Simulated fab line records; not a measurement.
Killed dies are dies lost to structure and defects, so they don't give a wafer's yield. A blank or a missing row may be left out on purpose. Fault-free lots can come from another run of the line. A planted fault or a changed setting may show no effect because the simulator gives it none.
Which of the tools did it?    flow nand harc    Sampling: 12 lots, 36 wafers, 5 of 1302 route steps

## WHAT THE GAUGES READ, wafer by wafer
NHARC_P_GATE_CD_MEAS_46: target cd 720 nm. Usual: cd nm at 720.0 nm, with a standard deviation of 1.8.
lot   measured      on         cd nm (nm)         flag
L309  day 7 00:38   cd sem-01  717.6 717.2 718.1  
L310  day 7 00:47   cd sem-03  717.2 721.4 719.3  
L311  day 7 19:29   cd sem-01  719.5 718.6 718.7  
L312  day 8 00:20   cd sem-01  718.9 717.0 720.5  
L318  day 10 10:30  cd sem-01  723.6 722.8 720.0  
L319  day 11 09:35  cd sem-03  722.0 721.1 719.3  
L322  day 12 06:26  cd sem-03  720.3 722.4 719.1  
L323  day 12 11:20  cd sem-02  721.9 718.2 717.6  
L326  day 14 00:50  cd sem-03  723.3 719.3 718.4  
L327  day 14 05:23  cd sem-02  718.7 718.1 720.2  
L328  day 14 18:28  cd sem-02  718.8 718.6 718.8  
L329  day 15 09:31  cd sem-03  718.9 717.7 719.4  

NHARC_END_SORT_01. Usual: killed at array 52, standard deviation 17; killed at other 1.2, standard deviation 1.4; killed at periphery 4.7, standard deviation 2.9; killed dies 58, standard deviation 17; killed open 3.2, standard deviation 1.9; killed short 2.4, standard deviation 1.4.
lot   measured      on         killed at array  killed at other  killed at periphery  killed dies  killed open  killed short  flag
L318  day 28 20:31  prober-02  40 41 42         2 0 0            635 2 5              677 43 47    2 3 1        3 2 2         OFF
L319  day 30 11:25  prober-01  47 60 63         1 1 0            629 3 3              677 64 66    1 3 7        1 2 4         OFF

## WHICH TOOL RAN EACH LOT (tool, then ch and the chambers of the sampled wafers, then the start)
lot   NHARC_P_GATE_ETCH_104               NHARC_P_GATE_HM_OPEN_105            NHARC_P_GATE_DESCUM_48
L309  rie diel-08 ch 1,2,3, day 6 12:52   rie diel-08 ch 1,3, day 6 12:00     rie diel-13 ch 2,3, day 7 00:47
L310  rie diel-13 ch 0,2,3, day 6 13:01   rie diel-13 ch 0,1,3, day 6 13:00   rie diel-13 ch 0,1,3, day 7 00:57
L311  rie diel-13 ch 0,1,2, day 7 07:37   rie diel-13 ch 0,1,3, day 7 07:00   rie diel-08 ch 0,1,2, day 7 19:38
L312  rie diel-13 ch 1,3, day 7 12:36     rie diel-13 ch 0,2, day 7 12:00     rie diel-09 ch 1,2,3, day 8 00:29
L318  rie diel-13 ch 0,1,2, day 9 22:52   rie diel-13 ch 0,1,2, day 9 22:00   rie diel-13 ch 0,1,2, day 10 10:40
L319  rie diel-13 ch 1,3, day 10 22:05    rie diel-13 ch 0,2,3, day 10 22:00  rie diel-08 ch 1,3, day 11 09:44
L322  rie diel-09 ch 0,1,3, day 11 18:42  rie diel-09 ch 2,3, day 11 18:00    rie diel-08 ch 0,2, day 12 06:36
L323  rie diel-08 ch 0,1, day 11 23:40    rie diel-08 ch 0,3, day 11 23:00    rie diel-08 ch 2,3, day 12 11:30
L326  rie diel-08 ch 0,1,2, day 13 13:01  rie diel-08 ch 0,1,3, day 13 13:00  rie diel-08 ch 1,2,3, day 14 00:59
L327  rie diel-13 ch 0,1, day 13 17:37    rie diel-13 ch 0,1,2, day 13 17:00  rie diel-08 ch 2,3, day 14 05:33
L328  rie diel-09 ch 0,3, day 14 06:46    rie diel-09 ch 1,3, day 14 06:00    rie diel-08 ch 0,1,3, day 14 18:38
L329  rie diel-13 ch 0,1,2, day 14 21:34  rie diel-13 ch 0,2,3, day 14 21:00  rie diel-08 ch 1,2,3, day 15 09:41
- NHARC_P_GATE_ETCH_104: etches the open film in CF4/CHF3, target depth 60 nm.
- NHARC_P_GATE_HM_OPEN_105: chemistry O2/COS, target depth 360 nm.
- NHARC_P_GATE_DESCUM_48: chemistry O2, time 3 s.

## WHAT THE TOOLS THEMSELVES READ (means of the sampled wafers that have a number; where no wafer has one, the mark that the record gives instead)
NHARC_P_GATE_ETCH_104. Usual: drypump motor current A 5.6 A, standard deviation 0.4; oes product au 0.956 a.u., standard deviation 0.023; rf vpp V 371.3 V, standard deviation 2.5; showerhead plenum p Torr 1.59 Torr, standard deviation 0.074; throttle valve pct 16.803 %, standard deviation 0.0093.
lot   tool         drypump motor current A (A)  oes product au (a.u.)  rf vpp V (V)  showerhead plenum p Torr (Torr)  throttle valve pct (%)  flag
L309  rie diel-08  5.7                          0.931                  372.8         1.62                             16.800                  
L310  rie diel-13  5.3                          0.979                  372.0         1.63                             16.804                  
L311  rie diel-13  5.6                          0.929                  372.2         1.62                             16.800                  
L312  rie diel-13  5.6                          0.979                  368.3         1.51                             16.800                  
L318  rie diel-13  5.6                          0.915                  372.3         1.62                             16.797                  
L319  rie diel-13  5.5                          0.954                  367.9         1.51                             16.806                  
L322  rie diel-09  5.6                          0.929                  372.2         1.62                             16.808                  
L323  rie diel-08  6.0                          0.938                  371.1         1.56                             16.797                  
L326  rie diel-08  5.8                          0.963                  369.6         1.55                             16.801                  
L327  rie diel-13  5.7                          0.948                  371.5         1.62                             16.797                  
L328  rie diel-09  5.7                          0.963                  372.3         1.64                             16.798                  
L329  rie diel-13  5.6                          0.951                  372.2         1.62                             16.809                  

NHARC_P_GATE_HM_OPEN_105. Usual: drypump motor current A 5.6 A, standard deviation 0.41; oes product au 0.999 a.u., standard deviation 0.012; rf vpp V 468 V, standard deviation 3.1; showerhead plenum p Torr 3.16 Torr, standard deviation 0.15; throttle valve pct 28.330 %, standard deviation 0.0092.
lot   tool         drypump motor current A (A)  oes product au (a.u.)  rf vpp V (V)  showerhead plenum p Torr (Torr)  throttle valve pct (%)  flag
L309  rie diel-08  5.8                          0.998                  470           3.27                             28.328                  
L310  rie diel-13  5.5                          1.007                  467           3.12                             28.332                  
L311  rie diel-13  5.5                          1.008                  468           3.12                             28.321                  
L312  rie diel-13  5.4                          1.000                  472           3.34                             28.338                  
L318  rie diel-13  5.6                          0.843                  469           3.22                             28.333                  OFF
L319  rie diel-13  5.3                          0.844                  470           3.23                             28.331                  OFF
L322  rie diel-09  6.0                          1.012                  466           3.06                             28.328                  
L323  rie diel-08  5.8                          0.998                  468           3.18                             28.340                  
L326  rie diel-08  5.9                          1.000                  467           3.13                             28.325                  
L327  rie diel-13  5.6                          0.986                  468           3.22                             28.333                  
L328  rie diel-09  6.1                          0.997                  470           3.25                             28.325                  
L329  rie diel-13  5.3                          0.995                  469           3.23                             28.329                  

NHARC_P_GATE_DESCUM_48. Usual: drypump motor current A 5.7 A, standard deviation 0.38; oes product au 1.003 a.u., standard deviation 0.013; rf vpp V 57.8 V, standard deviation 0.89; showerhead plenum p Torr 1.94 Torr, standard deviation 0.091; throttle valve pct 11.310 %, standard deviation 0.0099.
lot   tool         drypump motor current A (A)  oes product au (a.u.)  rf vpp V (V)  showerhead plenum p Torr (Torr)  throttle valve pct (%)  flag
L309  rie diel-13  5.1                          1.013                  57.5          1.92                             11.314                  
L310  rie diel-13  5.5                          1.011                  57.6          1.91                             11.306                  
L311  rie diel-08  5.8                          1.013                  58.5          1.89                             11.305                  
L312  rie diel-09  6.0                          1.010                  58.6          1.92                             11.316                  
L318  rie diel-13  5.6                          0.977                  58.4          1.98                             11.312                  
L319  rie diel-08  6.0                          0.997                  58.5          1.97                             11.308                  
L322  rie diel-08  5.8                          1.010                  56.8          1.83                             11.318                  
L323  rie diel-08  5.4                          1.002                  57.1          1.97                             11.310                  
L326  rie diel-08  5.7                          1.010                  57.5          1.97                             11.303                  
L327  rie diel-08  5.6                          1.017                  58.4          2.01                             11.309                  
L328  rie diel-08  5.9                          0.999                  57.8          1.92                             11.306                  
L329  rie diel-08  5.7                          1.000                  57.2          1.97                             11.304                  

## THE ANSWER, worked out from the rows above alone
Rule: take the mean of a lot's wafers that have a number; if it is more than 3 standard deviations from the usual mean, the lot is off. Also off: a lot with no number at a reading for which 4 or more lots have one. Any other lot the step has rows for is counted as sound. After the gauges, taken in route order, come the tools' own readings; for these a lot's mean is taken, as printed above. At the first step where some lot is off, the reading lying furthest off is the one used; lots without a number count as furthest.
Off: L318, L319 (NHARC_END_SORT_01, killed at periphery). Neither off nor sound, because the step has no rows for them: L309, L310, L311, L312, L322, L323, L326, L327, L328, L329.
If a tool, at a process step before that reading, ran all the lots that are off and no sound lot after the first of them, it fits. Not tried: the gauges at NHARC_END_SORT_01; whatever is off there is also off at NHARC_P_GATE_HM_OPEN_105, on other tools, and gauge error can't account for it. One candidate fits, namely rie diel-13 at NHARC_P_GATE_ETCH_104 and NHARC_P_GATE_HM_OPEN_105. It ran no sound lot before its first lot that is off in this sample, so the start can't be narrowed down.

## WHAT THE SIMULATOR PUT IN
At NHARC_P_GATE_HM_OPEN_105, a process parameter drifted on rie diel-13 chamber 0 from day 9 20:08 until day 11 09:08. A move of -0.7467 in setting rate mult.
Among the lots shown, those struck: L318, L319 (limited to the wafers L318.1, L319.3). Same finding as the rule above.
